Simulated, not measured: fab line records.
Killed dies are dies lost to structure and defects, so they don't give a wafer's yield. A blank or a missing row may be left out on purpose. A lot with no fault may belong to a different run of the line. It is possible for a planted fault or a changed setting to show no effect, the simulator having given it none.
A struck lot beside a sound one -- flow nand_harc -- 12 out of 1159 route steps
Sound: wafers L257.1, L257.2, L257.3. Struck: wafers L275.1, L275.2, L275.4. At the end, the cause is stated.
Each step with rows lists, per side, the tool, then ch with its chambers, then its first start. Under that, the readings that differ: sound wafers -- struck wafers -- difference of the means -- sigmas: that difference in standard deviations of wafers without a fault.
alike: words and numbers the same on both sides, and readings whose means are apart by under 2 such deviations; not compared: readings that were withheld, readings missing a value for some wafer, numbers with overlapping values and no deviation given by the record, and bounds like >300 which may hide the same value.
A row with sigmas, a row that says differs or no value, or rows on one side alone: a step with any of these is where the two part. Numbers that don't overlap but have no deviation are shown without sigmas and don't part them. A reading missing from all wafers of one side parts the sides only when that side holds two or more wafers.

NHARC_A_WL_FILL_INSPECT_15:
  struck on defect_inspect-02, day 20 19:26; sound on defect_inspect-01, day 16 00:47
reading,sound,struck,difference,sigmas
raw_defect_count,471 269 249,559 1233 455,+419,+3
NHARC_A_CONTACT_DEP_24: deposits SiO2, target thk 500 nm.
  sound on pecvd-03 ch 0,1,2, day 16 00:51; struck on pecvd-01 ch 0,1,2, day 20 19:41
  alike: heater_power_w, throttle_valve_pct
NHARC_A_CONTACT_DEP_28: deposits aC, target thk 3600 nm.
  sound on acl_dep-03 ch 0, day 16 02:20; struck on acl_dep-03 ch 0, day 21 00:28
  alike: throttle_valve_pct
NHARC_A_CONTACT_DEP_29: deposits SiON, target thk 70 nm.
  sound on pecvd-04 ch 0,1,2, day 16 04:33; struck on pecvd-04 ch 1,2, day 21 02:41
  alike: heater_power_w
then, 5 steps without rows for these wafers: NHARC_A_CONTACT_DEHYDRATE_32 (time 120 s); NHARC_A_CONTACT_HMDS_33 (time 30 s); NHARC_A_CONTACT_COAT_34 (time 75 s); NHARC_A_CONTACT_COAT_35 (time 65 s); NHARC_A_CONTACT_COAT_36 (resist thk 90 nm).
NHARC_A_CONTACT_SOFTBAKE_37: time 55 s.
  sound on litho_track-04 ch 0, day 16 04:00; struck on litho_track-04 ch 0, day 21 02:00
reading,sound,struck,difference,sigmas
exhaust_pa (Pa),47.4 47.3 45.9,45.2 44.9 43.5,-2.3,-2
heater_power_total_W (W),188.31 188.39 188.41,183.69 183.34 183.32,-4.92,-35
  alike: chill_plate_temp_C
then, 1 step without rows for these wafers: NHARC_A_CONTACT_EBR_38.
-- jump in the record: it breaks off in module A_CONTACT and resumes in module END (first step shown: number 1159 of the route), and 4 days separate the struck wafers' starts before and after --
NHARC_END_SORT_01:
  sound on prober-01 ch 0, day 20 08:54; struck on prober-02 ch 0, day 24 19:44
reading,sound,struck,difference,sigmas
killed_at_array,19 13 14,45 43 45,+29,+3
killed_dies,20 15 16,47 45 47,+29,+2
  alike: killed_at_other, killed_at_periphery, killed_open, killed_short

== WHERE THEY PART ==
First at NHARC_A_WL_FILL_INSPECT_15; last, within this record, at NHARC_END_SORT_01.

WHY: what had been put in by the simulator
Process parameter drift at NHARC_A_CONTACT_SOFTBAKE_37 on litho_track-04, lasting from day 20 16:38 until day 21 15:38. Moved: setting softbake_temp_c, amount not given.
